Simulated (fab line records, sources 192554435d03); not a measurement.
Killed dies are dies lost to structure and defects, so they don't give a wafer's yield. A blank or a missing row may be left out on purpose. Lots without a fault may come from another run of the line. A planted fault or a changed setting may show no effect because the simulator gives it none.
fab line records | flow n5_finfet
record lots=6 wafers=18 last_day=18
route steps=1938 shown MOL_CONTACT_COAG@538 PASSIVATION@1936
lots that met no fault: from a run of the same line without faults
start_h: hours from the record's first day to the start of the lot's first wafer shown | wait_h: hours since the lot's step before | " the same as in the row above | L1.1+2: a row that stands for several wafers | - no value, or no start given | * or withheld: withheld | < > ~ a bound
route shown NAME@n: a module of which the file shows steps, and the number in the route of the first | usual: mean/standard deviation of fault-free wafers | same: alike in all rows | chamber/n: place in a boat | sites: the reading at each site | _std_site: their standard deviation | _edge_site: outer sites' mean less inner sites' | radius_mm: how far each site lies from the wafer's centre | mask NAME#n: copy n | behind: the tool/chamber that last shaped the wafer | hold: why the lot was held/for how many hours/how that ended | device: the transistor (n, p or np) that didn't switch | end of line: the same wafers' tests at the end of the route | a step without rows: its recipe alone | killed: dies lost to structure and defects at the first sort, not the wafer's yield | map: a wafer's dies, x killed, . not, _ none there
set.NAME: the setting as run; set.NAME@STEP: as run at that earlier step | model.NAME: the simulator's own value behind a step, which no gauge read
lots at some steps of the route; a table a step, a row a wafer
services: from which hour (start_h, from the record's first day; less than 0 if before it) a tool's chamber was out of use, for how many hours, and why
## steps
# step N5_MOL_CONTACT_COAG_ETCH_110
# recipe chemistry=CF4/O2 target=Si target_depth_a=25 time_s=8 pressure_mtorr=100 source_w=200 bias_w=12 ion_energy_ev=60 Ar_flow_sccm=100 cf4_flow_sccm=100 O2_flow_sccm=10
# step N5_MOL_CONTACT_COAG_STRIP_98
# recipe chemistry=N2/H2 power_w=500 temp_c=40 pressure_mtorr=50 rf_frequency_hz=6e+07 overash_fraction=0.3 bias_power_w=8 h2_frac=0.5 n2_flow_sccm=300 h2_flow_sccm=300
# step N5_MOL_CONTACT_COAG_CD_MEAS_99
# recipe target_cd_nm=17.2 polarity=opening
# usual cd_nm=17.1/0.33
# columns lot.wafer tool chamber start_h wait_h cd_nm
L227.1 cd_sem-01 - 156.02 - 16.9
L227.3 " - " " 17.4
L227.5 " - " " 17.0
L230.4 cd_sem-01 - 169.67 - 17.3
L230.5 " - " " 17.7
L230.6 " - " " 17.1
L232.1 cd_sem-02 - 177.68 - 17.1
L232.2 " - " " 17.3
L232.3 " - " " 17.7
L234.2 cd_sem-02 - 190.13 - 17.4
L234.4 " - " " 17.4
L234.5 " - " " 17.0
L240.1 cd_sem-03 - 229.88 - 17.6
L240.4 " - " " 17.5
L240.6 " - " " 17.2
L239.1 cd_sem-01 - 230.15 - 17.3
L239.2 " - " " 16.8
L239.3 " - " " 17.3
# step N5_MOL_CONTACT_COAG_IMPLANT_129
# recipe species=Ge energy_kev=3 dose_cm2=6e+14 tilt_deg=0 rotation_deg=0
# step N5_MOL_CONTACT_COAG_PRECLEAN_111
# recipe chemistry=NF3:NH3 afs_cycles=1 temp_c=30 time_s=20 sublimation_temp_c=180 sublimation_time_s=60 pressure_torr=3 rf_power_w=30
# step N5_MOL_CONTACT_COAG_TI_SIL_19
# recipe material=Ti target_thk_a=42 temp_c=200 chamber_pressure_pa=5 power_w=5000 time_s=15
# step N5_MOL_CONTACT_COAG_ALD_20
# recipe material=TiN target_thk_a=15 temp_c=400 ald_precursor_family=TiCl4 ald_co_reactant=NH3 pulse_time_s=1 purge_time_s=3 co_reactant_purge_time_s=2 co_reactant_pulse_time_s=2 ald_cycles=68 pressure_torr=3
# step N5_MOL_CONTACT_COAG_SIL_ANNEAL_21
# recipe temp_c=550 time_s=60 ambient=N2
# usual lamp_power_pct=6.858/0.017 lamp_zone_6_pct=6.797/0.018 wafer_temp_C_max=553.9/1.4
# columns lot.wafer tool chamber start_h wait_h lamp_power_pct lamp_zone_6_pct wafer_temp_C_max
L227.1 rtp_anneal-01 0 158.44 0.2 6.870 6.808 553.6
L227.3 " 0 " " 6.868 6.793 555.5
L227.5 " 0 " " 6.862 6.813 555.7
L230.4 rtp_anneal-02 0 171.56 0.1 6.828 6.783 551.9
L230.5 " 0 " " 6.828 6.774 552.9
L230.6 " 0 " " 6.828 6.774 552.4
L232.1 rtp_anneal-02 0 178.76 0.3 6.845 6.775 551.3
L232.2 " 0 " " 6.825 6.771 551.6
L232.3 " 0 " " 6.848 6.769 553.3
L234.2 rtp_anneal-02 0 191.30 0.3 6.838 6.782 551.5
L234.4 " 0 " " 6.837 6.772 551.4
L234.5 " 0 " " 6.837 6.771 552.1
L240.1 rtp_anneal-02 0 231.17 0.2 6.836 6.791 552.9
L240.4 " 0 " " 6.827 6.771 552.2
L240.6 " 0 " " 6.830 6.777 551.4
L239.1 rtp_anneal-01 0 231.31 0.2 6.870 6.815 555.6
L239.2 " 0 " " 6.873 6.810 553.6
L239.3 " 0 " " 6.870 6.813 554.7
# step N5_MOL_CONTACT_COAG_PRE_CLEAN_141
# recipe gas=H2/He time_s=60 temp_c=300
# step N5_MOL_CONTACT_COAG_SPUTTER_143
# recipe material=Co target_thk_a=25 temp_c=25 chamber_pressure_pa=0.2
# step N5_MOL_CONTACT_COAG_CO_FILL_22
# recipe material=Co target_thk_a=200 temp_c=200 precursor=CCTBA/H2 pressure_torr=30
# usual heater_power_w=231/26
# columns lot.wafer tool chamber start_h wait_h heater_power_w
L227.1 cvd_co-02 0 159.22 0.1 224
L227.3 " 1 " " 269
L227.5 " 2 " " 188
L230.4 cvd_co-01 0 172.69 0.4 234
L230.5 " 2 " " 247
L230.6 " 1 " " 234
L232.1 cvd_co-02 0 179.51 0.1 217
L232.2 " 1 " " 273
L232.3 " 2 " " 188
L234.2 cvd_co-01 1 193.62 0.1 242
L234.4 " 2 " " 243
L234.5 " 1 " " 234
L240.1 cvd_co-01 1 232.60 0.1 238
L240.4 " 1 " " 237
L240.6 " 2 " " 250
L239.1 cvd_co-02 2 232.68 0.1 187
L239.2 " 0 " " 216
L239.3 " 1 " " 268
# step N5_MOL_CONTACT_COAG_ANNEAL_113
# recipe temp_c=400 time_s=300 ambient=H2/N2
# usual lamp_power_pct=2.944/0.0078 lamp_zone_6_pct=2.915/0.008 wafer_temp_C_max=402.5/1.1
# columns lot.wafer tool chamber start_h wait_h lamp_power_pct lamp_zone_6_pct wafer_temp_C_max
L227.1 rtp_anneal-02 0 159.91 0.4 2.936 2.910 401.3
L227.3 " 0 " " 2.937 2.904 401.9
L227.5 " 0 " " 2.936 2.909 401.8
L230.4 rtp_anneal-02 0 173.60 0.6 2.940 2.912 401.5
L230.5 " 0 " " 2.939 2.906 402.0
L230.6 " 0 " " 2.937 2.905 401.3
L232.1 rtp_anneal-01 0 180.12 0.3 2.953 2.918 404.4
L232.2 " 0 " " 2.957 2.921 403.0
L232.3 " 0 " " 2.951 2.925 403.9
L234.2 rtp_anneal-01 0 194.39 0.5 2.951 2.919 404.0
L234.4 " 0 " " 2.950 2.920 403.6
L234.5 " 0 " " 2.952 2.921 402.8
L240.1 rtp_anneal-01 0 233.28 0.4 2.953 2.919 404.5
L240.4 " 0 " " 2.957 2.917 402.7
L240.6 " 0 " " 2.955 2.923 404.5
L239.1 rtp_anneal-02 0 233.38 0.4 2.941 2.908 401.8
L239.2 " 0 " " 2.940 2.909 401.4
L239.3 " 0 " " 2.935 2.908 401.9
# step N5_MOL_CONTACT_COAG_PRE_CLEAN_142
# recipe gas=H2/He time_s=60 temp_c=300
# usual heater_power_w=443/30
# columns lot.wafer tool chamber start_h wait_h heater_power_w
L227.1 pvd_sputter-03 - 163.44 3.4 448
L227.3 " - " " 406
L227.5 " - " " 470
L230.4 pvd_sputter-02 - 174.98 1.2 405
L230.5 " - " " 493
L230.6 " - " " 432
L232.1 pvd_sputter-02 - 183.12 2.8 478
L232.2 " - " " 398
L232.3 " - " " 382
L234.2 pvd_sputter-03 - 195.93 1.4 468
L234.4 " - " " 407
L234.5 " - " " 411
L240.1 pvd_sputter-03 - 235.54 2.1 440
L240.4 " - " " 455
L240.6 " - " " 439
L239.1 pvd_sputter-01 - 235.71 2.2 427
L239.2 " - " " 476
L239.3 " - " " 425
# step N5_MOL_CONTACT_COAG_SPUTTER_130
# recipe material=Co target_thk_a=475 temp_c=25 chamber_pressure_pa=0.5 power_w=3000
# step N5_MOL_CONTACT_COAG_PRECLEAN_125
# recipe chemistry=DIW time_s=57.5 temp_c=23
# step N5_MOL_CONTACT_COAG_SRD_126
# recipe dry_time_s=32 dry=n2_spin spin_rpm=1500
# step N5_MOL_CONTACT_COAG_CMP_23
# recipe stop_on=SiO2 t_overpolish_s=1.5 post_cmp_clean=cu_alkaline down_force_psi=2 platen_rpm=50.289 pad_velocity_m_s=1.0006 target_thk_nm=0
# step N5_MOL_CONTACT_COAG_WET_ETCH_26
# recipe target=Co target_depth_nm=13
# step N5_MOL_CONTACT_COAG_WET_ETCH_116
# recipe chemistry=SC1-inhibited target_depth_nm=4.6 dry=ipa_marangoni rinse_time_s=30 rinse_temp_c=23
# step N5_MOL_CONTACT_COAG_ALD_27
# recipe material=SiOC target_thk_a=170 temp_c=400 ald_precursor_family=carbosiloxane ald_co_reactant=H2-plasma pulse_time_s=1.5 time_s=2720 purge_time_s=2 co_reactant_purge_time_s=2 ald_cycles=340 pressure_torr=2
# step N5_MOL_CONTACT_COAG_CMP_28
# recipe stop_on=SiNx t_overpolish_s=0.85 post_cmp_clean=alkaline_brush down_force_psi=4.15 platen_rpm=51.8 pad_velocity_m_s=1.0307 target_thk_nm=14.522
# step N5_MOL_CONTACT_COAG_THK_MEAS_29
# recipe reads=SiNx_of_GATE_CUT_PECVD_57+SiNx_of_GATE_CUT_SAC_CAP_01
# usual MD_CAP_THK=17.91/0.084
# columns lot.wafer tool chamber start_h wait_h MD_CAP_THK[nm]
L227.1 film_metro-01 - 166.45 - 17.92
L227.3 " - " " 18.02
L227.5 " - " " 17.99
L230.4 film_metro-02 - 177.95 - 17.89
L230.5 " - " " 18.03
L230.6 " - " " 17.89
L232.1 film_metro-02 - 186.07 - 18.00
L232.2 " - " " 17.91
L232.3 " - " " 17.96
L234.2 film_metro-01 - 199.30 - 17.92
L234.4 " - " " 17.70
L234.5 " - " " 17.90
L240.1 film_metro-02 - 238.59 - 17.97
L240.4 " - " " 18.04
L240.6 " - " " 17.92
L239.1 film_metro-02 - 240.13 - 17.91
L239.2 " - " " 17.84
L239.3 " - " " 18.01
# step N5_MOL_CONTACT_COAG_ALD_123
# recipe material=SiNx target_thk_a=50 temp_c=400 ald_precursor_family=SiH2I2 ald_co_reactant=N2/H2-plasma pulse_time_s=1 purge_time_s=2 co_reactant_purge_time_s=2 ald_cycles=100 pressure_torr=2
# usual heater_power_w=820/76 precursor_pulse_height_rel=1.001/0.021
# same ald_cycles=100
# columns lot.wafer tool chamber start_h wait_h heater_power_w precursor_pulse_height_rel
L227.1 ald_sin-04 1 167.16 0.7 752 0.999
L227.3 " 2 " " 848 1.025
L227.5 " 0 " " 805 1.007
L230.4 ald_sin-02 2 178.39 0.4 682 1.017
L230.5 " 3 " " 956 1.024
L230.6 " 0 " " 739 0.993
L232.1 ald_sin-02 1 187.37 1.3 804 1.023
L232.2 " 2 " " 716 1.021
L232.3 " 3 " " 933 1.045
L234.2 ald_sin-04 1 199.33 0.0 743 0.998
L234.4 " 2 " " 874 0.983
L234.5 " 3 " " 865 1.008
L240.1 ald_sin-02 3 240.21 1.6 971 1.003
L240.4 " 1 " " 815 1.020
L240.6 " 0 " " 772 1.002
L239.1 ald_sin-02 1 240.70 0.6 828 0.979
L239.2 " 0 " " 768 0.996
L239.3 " 3 " " 968 0.982
# step N5_MOL_CONTACT_COAG_PECVD_31
# recipe material=SiO2 target_thk_a=460 temp_c=400 precursor=TEOS/O2 pressure_torr=6.5 rf_w=withheld teos_flow_sccm=withheld gas=O2 flow_sccm=2650 time_s=8.9
# step N5_MOL_CONTACT_COAG_COAT_75
# recipe resist=SOC temp_c=250 time_s=60 spin_rpm=1500 resist_thk_nm=60
# step N5_MOL_CONTACT_COAG_COAT_76
# recipe resist=SiARC temp_c=220 time_s=60 spin_rpm=1500 resist_thk_nm=10
# step N5_MOL_CONTACT_COAG_COAT_77
# recipe resist=underlayer temp_c=205 time_s=60 spin_rpm=1500 resist_thk_nm=10
# step N5_MOL_CONTACT_COAG_COAT_78
# recipe resist=CAR-EUV spin_rpm=1500 resist_thk_nm=40
# step N5_MOL_CONTACT_COAG_EBR_80
# recipe solvent=PGMEA ebr_width_mm=1.5
# step N5_MOL_CONTACT_COAG_SOFTBAKE_79
# recipe temp_c=110 time_s=60 resist=CAR-EUV
# step N5_MOL_CONTACT_COAG_EXPOSE_81
# recipe mask_id=VG na=0.33 source_shape=annular sigma_inner=0.3 sigma_outer=0.7 polarization=unpolarized defocus_nm=0 dose_mj=59.5
# step N5_MOL_CONTACT_COAG_PEB_82
# recipe peb_temp_c=100 peb_time_s=60 resist=CAR-EUV
# step N5_MOL_CONTACT_COAG_DEVELOP_83
# recipe develop_time_s=30 developer=TMAH resist=CAR-EUV rinse_liquid=surfactant_rinse dry=air_spin dev_temp_c=23
# step N5_MOL_CONTACT_COAG_CD_MEAS_84
# recipe target_cd_nm=25.1 landing_energy_ev=500 detector=se_inlens polarity=opening
# usual cd_nm=25.10/0.23
# columns lot.wafer tool chamber start_h wait_h cd_nm
L227.1 cd_sem-03 0 168.13 - 25.09
L227.3 " 0 " " 25.20
L227.5 " 0 " " 25.02
L230.4 cd_sem-02 0 179.36 - 24.90
L230.5 " 0 " " 25.09
L230.6 " 0 " " 24.74
L232.1 cd_sem-03 0 188.21 - 25.30
L232.2 " 0 " " 25.09
L232.3 " 0 " " 24.69
L234.2 cd_sem-02 0 200.30 - 25.15
L234.4 " 0 " " 25.25
L234.5 " 0 " " 25.53
L240.1 cd_sem-02 0 241.19 - 25.26
L240.4 " 0 " " 24.78
L240.6 " 0 " " 25.46
L239.1 cd_sem-03 0 241.55 - 24.95
L239.2 " 0 " " 25.25
L239.3 " 0 " " 25.34
# step N5_MOL_CONTACT_COAG_OVL_MEAS_85
# recipe points_per_wafer=522
# usual VG_OVL=-0.8/0.69
# columns lot.wafer tool chamber start_h wait_h VG_OVL[nm]
L227.1 overlay-02 0 168.16 0.0 0.3
L227.3 " 0 " " 0.1
L227.5 " 0 " " 0.5
L230.4 overlay-02 0 179.40 0.0 0.6
L230.5 " 0 " " -0.9
L230.6 " 0 " " -0.1
L232.1 overlay-01 0 188.24 0.0 -0.3
L232.2 " 0 " " 0.2
L232.3 " 0 " " -0.8
L234.2 overlay-01 0 200.34 0.0 -2.1
L234.4 " 0 " " -2.4
L234.5 " 0 " " -2.1
L240.1 overlay-01 0 241.22 0.0 -1.2
L240.4 " 0 " " -0.1
L240.6 " 0 " " -1.2
L239.1 overlay-01 0 241.58 0.0 -0.2
L239.2 " 0 " " -0.9
L239.3 " 0 " " -0.4
# step N5_MOL_CONTACT_COAG_DESCUM_88
# recipe chemistry=O2 time_s=7 source_power_w=50 bias_power_w=20 pressure_mtorr=20 rf_frequency_hz=2.712e+07 temp_c=40 resist=CAR-EUV o2_flow_sccm=225
# usual drypump_motor_current_A=5.7/0.41 oes_product_au=0.83/0.091 rf_vpp_V=243.4/1.2 showerhead_plenum_p_Torr=2.11/0.054 throttle_valve_pct=20.44/0.16
# columns lot.wafer tool chamber start_h wait_h drypump_motor_current_A oes_product_au rf_hours_counter_h rf_vpp_V showerhead_plenum_p_Torr throttle_valve_pct
L227.1 rie_diel-01 3 168.25 0.0 5.6 0.69 218 243.9 2.17 20.69
L227.3 " 2 " " 4.9 0.93 23 242.6 2.16 20.33
L227.5 " 0 " " 5.4 0.86 - 244.0 2.15 20.41
L230.4 rie_diel-01 2 179.47 0.0 4.9 0.92 28 244.0 2.16 20.32
L230.5 " 0 " " 5.4 0.86 - 243.4 2.14 20.44
L230.6 " 1 " " 6.1 0.84 - 243.4 2.12 20.47
L232.1 rie_diel-05 0 188.46 0.2 5.7 0.79 100 243.8 2.12 20.12
L232.2 " 1 " " 5.9 0.91 39 241.6 2.03 20.45
L232.3 " 2 " " 5.8 0.86 52 242.2 2.05 20.61
L234.2 rie_diel-01 3 200.58 0.2 5.6 0.68 231 243.8 2.16 20.73
L234.4 " 2 " " 4.9 0.91 35 244.5 2.16 20.36
L234.5 " 2 " " 4.9 0.90 - 244.6 2.16 20.37
L240.1 rie_diel-01 0 241.32 0.0 5.4 0.82 86 243.3 2.14 20.45
L240.4 " 2 " " 4.9 0.89 49 244.6 2.15 20.37
L240.6 " 1 " " 6.1 0.82 - 244.1 2.11 20.52
L239.1 rie_diel-01 3 241.94 0.3 5.6 0.68 246 244.0 2.16 20.71
L239.2 " 1 " " 6.1 0.81 103 245.0 2.11 20.51
L239.3 " 2 " " 4.9 0.88 50 243.3 2.15 20.37
# step N5_MOL_CONTACT_COAG_ETCH_89
# recipe chemistry=N2/H2 target=underlayer target_depth_a=130 mask_material=CAR-EUV time_s=10.4 ion_energy_ev=200 pressure_mtorr=30 source_w=840 bias_w=150 n2_flow_sccm=200 h2_flow_sccm=200 ends=cleared
# step N5_MOL_CONTACT_COAG_ETCH_90
# recipe chemistry=CF4 target=SiARC target_depth_a=130 mask_material=CAR-EUV time_s=21.7 ion_energy_ev=80 pressure_mtorr=40 source_w=545 bias_w=36 Ar_flow_sccm=100 cf4_flow_sccm=100 ends=cleared
# step N5_MOL_CONTACT_COAG_ALD_131
# recipe material=SiO2 target_thk_a=50 temp_c=100 ald_precursor_family=BDEAS ald_co_reactant=O2-plasma pulse_time_s=1 co_reactant_pulse_time_s=1 purge_time_s=2 co_reactant_purge_time_s=2 ald_cycles=35 pressure_torr=2
# step N5_PASSIVATION_PROBE_49
# usual killed_at_M0_to_M3=31/11 killed_at_M4_up=14/5.1 killed_at_contacts=12/5.6 killed_at_front_end=42/12 killed_at_other=3.8/2.9 killed_dies=103/18 killed_open=67/14 killed_short=33/8
# same gross_dies=1180 killed_at_back_side=0
# columns lot.wafer tool chamber start_h wait_h killed_at_M0_to_M3 killed_at_M4_up killed_at_contacts killed_at_front_end killed_at_other killed_dies killed_open killed_short
L232.1 prober-01 - 368.34 0.0 39 9 116 34 10 208 62 39
L232.2 prober-01 - 368.39 0.1 34 16 136 34 12 232 74 40
L232.3 prober-01 - 368.44 0.1 29 12 95 47 0 183 74 25
L230.4 prober-02 - 374.18 0.2 32 10 113 50 6 211 74 35
L230.5 prober-02 - 374.23 0.2 34 11 117 48 3 213 67 32
L230.6 prober-02 - 374.28 0.3 35 15 68 34 8 160 70 28
# killed by level:class
L232.1 MOL_CONTACT_COAG:unspecified=107 BEOL_M0_SAQP:geometric_particle:open=10 STI_FIN_REVEAL:geometric_particle:open=8 BEOL_M0_SAQP:geometric_particle:short=8 FIN_SAQP:geometric_particle:short=7 BEOL_M2:geometric_particle:open=7 BEOL_M1:geometric_particle:open=6 MOL_CONTACT_COAG:geometric_particle:short=5
L232.2 MOL_CONTACT_COAG:unspecified=118 MOL_CONTACT_COAG:geometric_particle:open=11 STI_FIN_REVEAL:geometric_particle:open=10 BEOL_M1:geometric_particle:open=10 BEOL_M4:geometric_particle:open=10 BEOL_M0_SAQP:geometric_particle:short=8 MOL_CONTACT_COAG:geometric_particle:short=7 BEOL_M2:geometric_particle:open=7
L232.3 MOL_CONTACT_COAG:unspecified=84 STI_FIN_REVEAL:geometric_particle:open=28 MOL_CONTACT_COAG:geometric_particle:open=11 BEOL_M1:geometric_particle:open=11 STI_FIN_REVEAL:geometric_particle:short=7 BEOL_M0_SAQP:geometric_particle:short=7 BEOL_M4:geometric_particle:open=5 FIN_SAQP:geometric_particle:open=3
L230.4 MOL_CONTACT_COAG:unspecified=102 FIN_SAQP:geometric_particle:open=17 MOL_CONTACT_COAG:geometric_particle:open=9 BEOL_M0_SAQP:geometric_particle:open=8 FIN_SAQP:geometric_particle:short=7 STI_FIN_REVEAL:geometric_particle:open=7 BEOL_M0:geometric_particle:open=7 BEOL_M0_SAQP:geometric_particle:short=6
L230.5 MOL_CONTACT_COAG:unspecified=113 FIN_SAQP:geometric_particle:open=12 BEOL_M1:geometric_particle:open=8 STI_FIN_REVEAL:geometric_particle:open=7 DUMMY_GATE:geometric_particle:open=7 BEOL_M0_SAQP:geometric_particle:open=7 FIN_SAQP:geometric_particle:short=6 DUMMY_GATE:geometric_particle:short=4
L230.6 MOL_CONTACT_COAG:unspecified=62 BEOL_M0_SAQP:geometric_particle:short=11 STI_FIN_REVEAL:geometric_particle:open=10 FIN_SAQP:geometric_particle:open=8 DUMMY_GATE:geometric_particle:open=6 MOL_CONTACT_COAG:geometric_particle:open=6 BEOL_M0_SAQP:geometric_particle:open=6 BEOL_M1:geometric_particle:open=6
# map L230.5 (x killed, . not)
_________________x...........________________
______________.................._____________
___________........................__________
__________...x.................x...._________
________.....x..x.....x..............._______
_______x.........x......x...x..........______
______....x....x........................_____
_____x.x.........x..xx........x......x...____
____...........................x.x........___
___...x...........x........................__
___...x........x..x.........xx....x.x.....x__
__....xx...........x..x.....xxx.x.....x....._
__...x......x.x..........x.xxxx.xxxx....x..._
_...................x....xxxxxxxxxx..x...x...
_............x......x..x.xxxxxxxxxx.x...x....
_....x....x..x..x.....x.xx.xxxxxxxx.xx......x
_.........x.............xxxxxxxxxxxxx........
_............x..........xxxxxxxxxxxxx.....x..
_..........x...........xxxxxxxxxxxx.xxx......
_..............x.........xxxxxxxxxxx.x.......
_.......x..........x....x..xxxx..xx.....x....
__x.....................x..x..x.x.x........._
__...x...x.......x.....x......x....x......x._
___........x....x....x..x.......x..........__
___..x...x.................x.x.............__
____.................x....................___
_____.x.......x...x....................xx____
______.............x.........x......x.x._____
_______..xx....x......x.......x......x.______
________........x.............x......x_______
__________.....x.x.................._________
___________......................x.__________
______________.................._____________
_________________.x...x......________________
# map L232.2 (x killed, . not)
_________________......x.....________________
______________......xxx...x..x.._____________
___________........x.x...x.x.x.....__________
__________...x......x.xxxx.x.xxx...._________
________..x...xx....xxxxxxxxxx........_______
_______.........x...xxxxxxxxxxxx..x....______
______........x..x.xxxxxxxxxxxxx.x......_____
_____...x.xxx......x.xxxxxxxxxx.xx.......____
____........x.....x.xxxxxxxxxxxxx.........___
___...............xxxxxxxxxxxx.xx..........__
___.................x.xxxxxxxxx..xx........__
__...x.............xxxxxxxxxxx..x.......x..._
__.......x...........x.xxxxx..xx.....x......_
_....x..............x..xxx.xxx....x......x...
_.xx.........xx......x..x................x...
_..................x.....x....x.............x
_.............x....x...........x...x.....x...
_.....................x..x......xxxx.........
_........x.........................x.........
_x...x.x...x.......x.......x......x...x......
_............x...........................x...
__x..........x................x............._
__...............x.x...x...................._
___........x....x....x...............xx.x..__
___.x...x.........x....x.......xx.........x__
____x......x.x.......x..............x.....___
_____x...x......x.............x..........____
______........x...xx.x...............x.._____
_______................x.......x.......______
________........x.................xxx._______
__________...............x.........._________
___________............x...........__________
______________............x....._____________
_________________............________________
## services
# columns tool chamber start_h hours kind
pvd_sputter-02 - 140.26 0.6 repair
cvd_co-01 2 148.60 4.2 repair
ald_sin-04 3 161.32 9.1 repair
cvd_co-02 - 192.37 1.5 repair
rie_diel-05 3 194.37 - clean
rie_diel-05 3 194.37 - consumable_replace:focus_ring
rie_diel-05 3 194.37 13.7 scheduled_down
rie_diel-05 3 194.37 13.7 vent_cycle
ald_sin-04 1 221.87 4.1 repair
cvd_co-02 - 224.41 0.3 repair
## key
first_sign step=N5_PASSIVATION_PROBE_49 reading=killed_at_contacts direction=up sigmas=17 usual=12 struck=108
effect step=N5_PASSIVATION_PROBE_49 reading=killed_dies direction=up sigmas=5.4 usual=103 struck=201
more_kills_born_at N5_MOL_CONTACT_COAG_PRE_CLEAN_142@pvd_sputter-02=586
met_at N5_MOL_CONTACT_COAG_PRE_CLEAN_142
struck_wafers L230.4,L230.5,L230.6,L232.1,L232.2,L232.3
tester_left_out L230,L232
fault kind=chamber_particle_source tool=pvd_sputter-02 chamber=- onset_h=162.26 steps=N5_MOL_CONTACT_COAG_PRE_CLEAN_142 rate_per_visit_cm2=0.5551 end_h=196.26
# tester_left_out: of these lots the tester's yield and bins aren't shown, on N5 and GAA mostly nor the transistor test; their killed dies are dies lost to structure and defects alone, not to doping, threshold or leakage, so they don't give the yield
